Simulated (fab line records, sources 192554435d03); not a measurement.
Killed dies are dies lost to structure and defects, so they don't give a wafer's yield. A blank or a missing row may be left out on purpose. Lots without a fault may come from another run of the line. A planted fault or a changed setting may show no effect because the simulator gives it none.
Problem report in the 8D (eight disciplines) form, filled by code | flow n5_finfet | the parts of the form that need people (team, actions taken, sign-off) are left out

1. THE PROBLEM
spin_speed_rpm at N5_BEOL_M9_COAT_22 reads a mean of 1464.7 rpm on 6 wafers of 2 lots; wafers without a fault read 1500.1 rpm with a standard deviation of 0.95. That is -37 standard deviations from the usual mean.
The step: resist thk 30 nm.
First seen on wafer L150.1, day 15 04:00, on litho_track-03. The record holds 18 wafers of 6 lots with a number at this step. Rule for "out", or "out of limits": more than 4 standard deviations from the usual mean. The other wafers with a number count as sound.

2. WHAT IT IS AND WHAT IT IS NOT
question                    | is                     | is not
which readings at this step | spin_speed_rpm         | -
which lots                  | L150, L151             | L131, L132, L134, L136
which wafers of those lots  | all that have a number | -
read on which tools         | litho_track-03         | litho_track-01, litho_track-04
when                        | from day 15 04:00      | up to then (12 sound wafers)

3. SUSPECTS, AND WHAT RULES EACH OUT
Counting: a tool at a process step up to the reading stays a suspect if it ran every lot that is out and no sound lot after the first of them.
- rie_diel-01 at N5_BEOL_M9_STRIP_19 (strips in O2): kept. It ran every lot that is out, first L150 (day 15 03:34), and no sound lot after that; its last sound lot up to then is L134 (day 10 21:16).
- litho_track-03 at N5_BEOL_M9_COAT_22 (resist thk 30 nm): kept. It ran every lot that is out, first L150 (day 15 04:00), and no sound lot after that; its last sound lot up to then is L136 (day 11 04:46). Its own readings are out on those wafers: spin_speed_rpm.
Left after counting: rie_diel-01 at N5_BEOL_M9_STRIP_19, litho_track-03 at N5_BEOL_M9_COAT_22.

4. THE CAUSE (what the simulator had put in)
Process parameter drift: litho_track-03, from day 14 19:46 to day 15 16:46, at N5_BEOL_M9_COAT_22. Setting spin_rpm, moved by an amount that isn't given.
Counting left 2 suspects, and this tool is among them.

5. THE CHAIN OF EFFECTS, in route order
Each row: a reading whose mean over the struck wafers that have a number lies more than 3 standard deviations from the usual. Only readings for which the record gives a usual standard deviation are gone through. hours: the time from each lot's start at the first step in this table that gives one to its start at this step, as a median over the lots. sigmas: the change in usual standard deviations.
hours | step               | reading        | usual      | on struck wafers | change | sigmas
0     | N5_BEOL_M9_COAT_22 | spin_speed_rpm | 1500.1 rpm | 1464.7           | -35.4  | -37
The process steps in it:
- N5_BEOL_M9_COAT_22: resist thk 30 nm.
Later measuring or inspecting steps at which every struck wafer that the step has a row for has a number for every such reading, and none has moved that far: N5_BEOL_M9_CD_MEAS_28, N5_BEOL_M9_OVL_MEAS_29, N5_BEOL_M9_INSPECT_30.

6. WHAT WOULD HAVE CAUGHT IT SOONER
In this record the first reading out of limits was taken at day 15 04:00, 8 hours after the fault began at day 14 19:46.
